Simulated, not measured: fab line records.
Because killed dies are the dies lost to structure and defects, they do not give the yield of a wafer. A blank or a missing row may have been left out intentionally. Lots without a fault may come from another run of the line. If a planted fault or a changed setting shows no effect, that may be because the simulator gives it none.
Chamber matching ; flow n5-finfet ; N5_BEOL_M0_CUTY_ETCH_63 on rie-diel-06: 4 sister chambers
The step etches SOC in N2/H2, target depth 82.7 nm, overetch 16.5 nm, time 124 s. 8 wafers are shown with their chamber, then 11 later ones without.

WAFERS WITH THEIR CHAMBER
wafer;chamber;drypump-motor-current-A (A);showerhead-plenum-p-Torr (Torr)
L079.6;2;5.0;2.65
L085.3;0;5.9;2.52
L087.3;3;5.9;2.53
L087.5;1;5.7;2.57
L089.1;1;5.7;2.57
L089.2;0;6.0;2.51
L089.3;3;5.9;2.53
L089.4;2;5.1;2.64

WAFERS WHOSE CHAMBER IS MISSING
wafer;drypump-motor-current-A (A);showerhead-plenum-p-Torr (Torr)
L089.5;6.0;2.51
L089.6;5.9;2.53
L091.1;5.9;2.53
L091.4;6.0;2.51
L091.6;5.7;2.56
L096.1;5.7;2.56
L096.2;5.8;2.52
L096.3;5.0;2.63
L096.4;6.0;2.51
L096.5;5.1;2.63
L096.6;5.8;2.53

CHAMBER TAKEN BY EACH
wafer;from the rows above;in truth
L089.5;0;0
L089.6;3;3
L091.1;3;3
L091.4;0;0
L091.6;1;1
L096.1;1;1
L096.2;can't be placed: 3 or 0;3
L096.3;2;2
L096.4;0;0
L096.5;2;2
L096.6;3;3
Placed correctly: 10 of 11. Unplaceable from these rows: 1, with the true chamber sitting among the candidates in 1. Placed wrongly: 0.
How it was worked out, from the rows above alone: a wafer's distance from a chamber is the root of the sum, over the readings, of the square of ((its reading less the chamber's mean) divided by the reading's scatter). The wafer belongs to the nearest chamber; if the next one is less than 2 further off, it can't be placed. Each chamber's mean is taken over the wafers shown for it. The scatter: the root of (the sum of the squares of (reading less its chamber's mean) over the shown wafers, divided by (wafers less chambers)).
